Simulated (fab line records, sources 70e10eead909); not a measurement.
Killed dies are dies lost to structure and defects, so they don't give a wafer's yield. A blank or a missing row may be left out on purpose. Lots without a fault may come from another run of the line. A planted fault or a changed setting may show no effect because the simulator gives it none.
Which tool did it? | flow nand_harc | 7 lots, 21 wafers sampled, at 1 step of a route of 1302

WHAT THE GAUGES READ, wafer by wafer
NHARC_A_WL_FILL_INSPECT_15.
lot  | measured     | on                | raw_defect_count
L627 | day 21 12:30 | defect_inspect-02 | 488 432 464
L629 | day 22 21:01 | defect_inspect-01 | 473 651 414
L632 | day 23 17:31 | defect_inspect-02 | 690 482 617
L637 | day 26 02:21 | defect_inspect-02 | 355 255 498
L643 | day 27 15:23 | defect_inspect-01 | 578 388 412
L647 | day 29 11:53 | defect_inspect-02 | 526 590 488
L649 | day 30 13:47 | defect_inspect-02 | 271 450 322

WHICH TOOL RAN EACH LOT (tool, then ch and the chambers of the sampled wafers, then the start)
The record holds no process step before these readings.

THE ANSWER, worked out from the rows above alone
Rule: what is usual is taken from the lots themselves. Put in order of their means at a reading, lots are off if they are a third of the lots or fewer, leave a main group of 4 or more, and stand apart from it by a gap of 3 or more times the standard deviation of the main group's means; of several such gaps the widest counts. A main group whose means are all the same, to the digits that the tables above print for the reading, isn't used. A lot without any number at a reading at which 4 lots or more have one is off too. The other lots that the step has rows for count as sound.
No lot is off at any reading shown: from this, nothing can be told.

WHAT THE SIMULATOR HAD PUT IN
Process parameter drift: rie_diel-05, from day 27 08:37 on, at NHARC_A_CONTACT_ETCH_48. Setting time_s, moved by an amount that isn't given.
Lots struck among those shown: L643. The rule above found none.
